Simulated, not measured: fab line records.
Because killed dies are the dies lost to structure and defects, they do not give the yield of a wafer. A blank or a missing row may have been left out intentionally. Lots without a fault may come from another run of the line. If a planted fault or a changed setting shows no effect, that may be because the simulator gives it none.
Matching of chambers | flow n5_finfet | rie_diel-04 running N5_BEOL_M10_ETCH_61: 4 sister chambers
The step etches SiARC in CF4, target depth 39 nm, time 65 s. 8 wafers are shown with their chamber, then 9 later ones without.

WAFERS, EACH WITH ITS CHAMBER
wafer  | chamber | drypump_motor_current_A (A) | throttle_valve_pct (%)
L079.1 | 3       | 5.0                         | 15.28
L079.2 | 0       | 5.9                         | 15.56
L079.6 | 1       | 5.4                         | 15.07
L082.5 | 3       | 5.0                         | 15.31
L082.6 | 2       | 5.7                         | 15.86
L090.3 | 2       | 5.6                         | 15.88
L090.4 | 0       | 5.9                         | 15.60
L090.6 | 1       | 5.4                         | 15.09

WAFERS MISSING THEIR CHAMBER
wafer  | drypump_motor_current_A (A) | throttle_valve_pct (%)
L089.3 | 5.0                         | 15.35
L089.5 | 5.7                         | 15.87
L089.6 | 5.4                         | 15.11
L094.1 | 5.4                         | 15.12
L094.2 | 5.9                         | 15.61
L094.4 | 5.0                         | 15.35
L093.1 | 5.7                         | 15.90
L093.2 | 5.4                         | 15.13
L093.4 | 5.9                         | 15.62

WHICH CHAMBER EACH WENT THROUGH
wafer  | from the rows above | in truth
L089.3 | 3                   | 3
L089.5 | 2                   | 2
L089.6 | 1                   | 1
L094.1 | 1                   | 1
L094.2 | 0                   | 0
L094.4 | 3                   | 3
L093.1 | 2                   | 2
L093.2 | 1                   | 1
L093.4 | 0                   | 0
9 of 9 placed correctly. Number that these rows cannot place: 0. Wrongly placed: 0.
How it was worked out, from the rows above alone: a wafer's distance from a chamber is the root of the sum, over the readings, of the square of ((its reading less the chamber's mean) divided by the reading's scatter). If the next closest chamber is less than 2 further off than the closest, the wafer can't be placed; otherwise it belongs to the closest. For every chamber, the mean is computed from those of its wafers that are shown. How the scatter is found: for the shown wafers, subtract from each reading the mean of its chamber, square and add these, divide the total by (wafers less chambers), then take the root.
